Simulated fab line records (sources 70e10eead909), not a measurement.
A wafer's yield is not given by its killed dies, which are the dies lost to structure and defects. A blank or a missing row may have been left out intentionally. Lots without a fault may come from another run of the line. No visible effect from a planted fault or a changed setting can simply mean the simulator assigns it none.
Comparing a struck lot with a sound one    flow nand harc    13 steps out of a route of 1302
Sound: wafers L229.1, L229.3, L229.6. Struck: wafer L233.4 (left out: L233.2, L233.6 of the same lot, which were not struck); the cause appears at the end.
Each step with rows lists, per side, the tool, then ch with its chambers, then its first start. Under that, the readings that differ: sound wafers    struck wafers    difference of the means    sigmas: that difference in standard deviations of wafers without a fault.
alike: words and numbers the same on both sides, and readings whose means are apart by under 2 such deviations; not compared: readings that were withheld, readings missing a value for some wafer, numbers with overlapping values and no deviation given by the record, and bounds like >300 which may hide the same value.
A row with sigmas, a row that says differs or no value, or rows on one side alone: a step with any of these is where the two part. Numbers that don't overlap but have no deviation are shown without sigmas and don't part them. Lack of a reading on every wafer of one side parts them only where that side has two or more wafers.

first, 1 step without rows for these wafers: NHARC_A_STAIRCASE_TRIM_16 (chemistry O2, time 211.2 s).
NHARC_A_STAIRCASE_ETCH_17: etches the open film in C4F8/O2, target depth 100 nm, time 40.5 s.
  sound: rie diel-07 ch 2,3; struck: rie diel-08 ch 3
reading                sound              struck  difference  sigmas
oes product au (a.u.)  0.959 0.972 0.963  0.929   -0.036      -3
  alike: rf vpp V, run length s
  not compared: rf hours counter h
NHARC_A_STAIRCASE_TRIM_18: chemistry O2, time 211.2 s.
  sound: rie diel-07 ch 2,3; struck: rie diel-08 ch 0
  alike: drypump motor current A, o2 flow sccm, oes product au, rf vpp V, showerhead plenum p Torr, throttle valve pct
  not compared: rf hours counter h
then, 1 step without rows for these wafers: NHARC_A_STAIRCASE_ETCH_19 (etches the open film in C4F8/O2, target depth 100 nm, time 40.5 s).
NHARC_A_STAIRCASE_TRIM_20: chemistry O2, time 211.2 s.
  sound on rie diel-08 ch 0,1,3, day 15 22:56; struck on rie diel-01 ch 1, day 17 04:02
  alike: drypump motor current A, o2 flow sccm, oes product au, rf vpp V, showerhead plenum p Torr, throttle valve pct
  not compared: rf hours counter h
NHARC_A_STAIRCASE_ETCH_21: etches the open film in C4F8/O2, target depth 100 nm, time 40.5 s.
  sound: rie diel-08 ch 0,3; struck: rie diel-01 ch 0
  alike: oes product au, rf vpp V, run length s
  not compared: rf hours counter h
then, 4 steps without rows for these wafers: NHARC_A_STAIRCASE_TRIM_22 (chemistry O2, time 211.2 s); NHARC_A_STAIRCASE_ETCH_23 (etches the open film in C4F8/O2, target depth 100 nm, time 40.5 s); NHARC_A_STAIRCASE_TRIM_24 (chemistry O2, time 211.2 s); NHARC_A_STAIRCASE_ETCH_25 (etches the open film in C4F8/O2, target depth 100 nm, time 40.5 s).
NHARC_A_STAIRCASE_TRIM_26: chemistry O2, time 211.2 s.
  sound: rie diel-08 ch 1,2,3; struck: rie diel-01 ch 3
  alike: drypump motor current A, o2 flow sccm, oes product au, rf vpp V, showerhead plenum p Torr, throttle valve pct
  not compared: rf hours counter h
NHARC_A_STAIRCASE_ETCH_27: etches the open film in C4F8/O2, target depth 100 nm, time 40.5 s.
  sound on rie diel-08 ch 0,1,3, day 15 23:50; struck on rie diel-01 ch 0, day 17 04:56
reading           sound           struck  difference  sigmas
run length s (s)  61.4 62.1 62.0  73.9    +12.1       +22
  alike: oes product au, rf vpp V
  not compared: rf hours counter h
-- break in the record here, with 9 days between the starts of the struck wafers on either side (left off in module A_STAIRCASE, picked up again in module END, where the first step shown is number 1302 on the route) --
NHARC_END_SORT_01:
  here the record holds rows for the struck wafers (prober-01 ch 0, day 26 12:01) but none for the sound ones

== WHERE THEY PART ==
Last at NHARC_END_SORT_01 as far as this record goes, first at NHARC_A_STAIRCASE_ETCH_17.

WHY: what the simulator had put in
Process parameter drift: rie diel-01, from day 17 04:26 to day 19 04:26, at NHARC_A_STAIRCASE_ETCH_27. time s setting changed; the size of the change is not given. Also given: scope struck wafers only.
